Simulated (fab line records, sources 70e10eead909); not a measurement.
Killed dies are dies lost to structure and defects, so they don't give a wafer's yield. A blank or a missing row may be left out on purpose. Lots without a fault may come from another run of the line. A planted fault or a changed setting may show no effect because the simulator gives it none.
A struck lot beside a sound one | flow nand_harc | 15 steps out of a route of 1302
Sound: wafers L932.2, L932.3, L932.6. Struck: wafers L940.1, L940.2, L940.3. The cause comes at the end.
At each step with rows: each side's tool, then ch and its chambers, then its first start. Under that, the readings that differ: sound wafers | struck wafers | difference of the means | sigmas: that difference in standard deviations of wafers without a fault.
alike: readings whose means differ by less than 2 such deviations, and words and numbers that are the same on both sides. not compared: withheld readings, readings that some wafer has no value for, bounds like >300 that may hide the same value, and numbers for which the record gives no deviation and whose values overlap.
The two part at a step that has a row with sigmas, a row that says differs or no value, or rows on one side only. Numbers that don't overlap but have no deviation are shown without sigmas and don't part them. A reading that every wafer of one side lacks parts them only if that side has two wafers or more.

first, 1 step without rows for these wafers: NHARC_A_ONON_D1_DEP_06 (target thk 1000 nm).
NHARC_A_ONON_D1_THK_MEAS_08: measures by ellipsometry.
  sound on film_metro-01, day 10 05:01; struck on film_metro-01, day 13 18:44
  alike: thk_nm
then, 1 step without rows for these wafers: NHARC_A_ONON_D1_DEP_09 (target thk 1000 nm).
NHARC_A_ONON_D1_THK_MEAS_11: measures by ellipsometry.
  sound on film_metro-01, day 10 05:35; struck on film_metro-01, day 13 19:17
  alike: thk_nm
then, 1 step without rows for these wafers: NHARC_A_ONON_D1_DEP_12 (target thk 1000 nm).
NHARC_A_ONON_D1_THK_MEAS_14: measures by ellipsometry.
  sound on film_metro-01, day 10 06:09; struck on film_metro-01, day 13 19:52
  alike: thk_nm
then, 2 steps without rows for these wafers: NHARC_A_ONON_D1_ANNEAL_15 (time 3600 s); NHARC_A_ONON_D1_DEP_16 (target thk 1000 nm).
NHARC_A_ONON_D1_THK_MEAS_18: measures by ellipsometry.
  sound on film_metro-02, day 10 14:38; struck on film_metro-02, day 14 03:40
  alike: thk_nm
then, 1 step without rows for these wafers: NHARC_A_ONON_D1_DEP_19 (target thk 1000 nm).
NHARC_A_ONON_D1_THK_MEAS_21: measures by ellipsometry.
  sound on film_metro-02, day 10 15:14; struck on film_metro-01, day 14 04:14
  alike: thk_nm
NHARC_A_ONON_D1_DEP_22: target thk 1000 nm.
  sound on pecvd_onon-01 ch 0, day 10 15:20; struck on pecvd_onon-03 ch 0, day 14 04:17
NHARC_A_ONON_D1_THK_MEAS_24: measures by ellipsometry.
  sound on film_metro-02, day 10 15:47; struck on film_metro-01, day 14 04:47
  reading     | sound          | struck      | difference | sigmas
  thk_nm (nm) | 1009 1009 1008 | 281 282 286 | -726       | -66
then, 1 step without rows for these wafers: NHARC_A_ONON_D1_DEP_25 (target thk 1000 nm).
-- the record jumps here: 16 days lie between the struck wafers' starts before and after (it left off in module A_ONON_D1 and takes up again in module END, whose first step shown is number 1302 of the route) --
NHARC_END_SORT_01:
  sound on prober-02 ch 0, day 27 04:00; struck on prober-01 ch 0, day 30 09:58
  reading         | sound    | struck      | difference | sigmas
  killed_at_array | 25 25 27 | 668 670 666 | +642       | +38
  killed_dies     | 31 31 33 | 677 677 677 | +645       | +36
  alike: killed_at_other, killed_at_periphery, killed_open, killed_short

WHERE THEY PART
First at NHARC_A_ONON_D1_THK_MEAS_24; last, within this record, at NHARC_END_SORT_01.

WHY: what the simulator had put in
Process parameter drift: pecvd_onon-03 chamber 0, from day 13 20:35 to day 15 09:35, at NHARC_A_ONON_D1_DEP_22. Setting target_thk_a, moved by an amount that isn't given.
